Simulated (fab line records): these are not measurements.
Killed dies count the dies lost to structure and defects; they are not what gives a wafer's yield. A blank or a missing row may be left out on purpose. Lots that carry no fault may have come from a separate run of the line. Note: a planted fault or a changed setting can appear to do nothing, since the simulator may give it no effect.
The tool behind it: which one?    flow n5 finfet    route of 1938 steps, sampled at 1 step: 10 lots, 30 wafers

== WHAT THE GAUGES READ, wafer by wafer ==
N5_BEOL_M7_THK_MEAS_53: measures by xrf. Usual: M7_THK gives 79.9 nm (standard deviation 1.8).
lot   measured      on             M7_THK (nm)     flag
L912  day 9 03:31   film metro-01  79.8 80.5 78.9  
L916  day 10 07:47  film metro-02  78.4 80.3 78.2  
L919  day 10 21:59  film metro-01  77.7 81.7 79.3  
L922  day 11 14:37  film metro-02  79.5 77.0 82.1  
L925  day 12 07:30  film metro-01  83.7 79.6 81.4  
L927  day 12 18:31  film metro-02  81.7 80.6 81.1  
L931  day 13 16:53  film metro-02  78.3 84.0 78.9  
L932  day 13 23:58  film metro-02  82.7 78.4 80.9  
L933  day 14 06:16  film metro-02  82.6 78.3 76.8  
L935  day 15 10:53  film metro-02  80.1 75.9 79.7  

== EACH LOT AND THE TOOL THAT RAN IT (in order: tool; ch and the chambers of the sampled wafers; start) ==
The record shows no process step preceding these readings.

== AS READ BY THE TOOLS THEMSELVES (means over the sampled wafers that have a number; for cases with no such wafer, the mark the record gives instead) ==
The record holds no such reading with a usual standard deviation.

== THE ANSWER, worked out from the rows above alone ==
Rule: take the mean of a lot's wafers that have a number; if it is more than 3 standard deviations from the usual mean, the lot is off. A lot without any number at a reading at which 4 lots or more have one is off too. All remaining lots with rows at the step are treated as sound. Order of review: gauges by route order, followed by the tools' own readings, for which a lot's mean as printed above is used. At the first step where some lot is off, the reading lying furthest off is the one used; lots without a number count as furthest.
Across all readings shown, no lot is off: no conclusion can be drawn from this.

== WHAT THE SIMULATOR PUT IN ==
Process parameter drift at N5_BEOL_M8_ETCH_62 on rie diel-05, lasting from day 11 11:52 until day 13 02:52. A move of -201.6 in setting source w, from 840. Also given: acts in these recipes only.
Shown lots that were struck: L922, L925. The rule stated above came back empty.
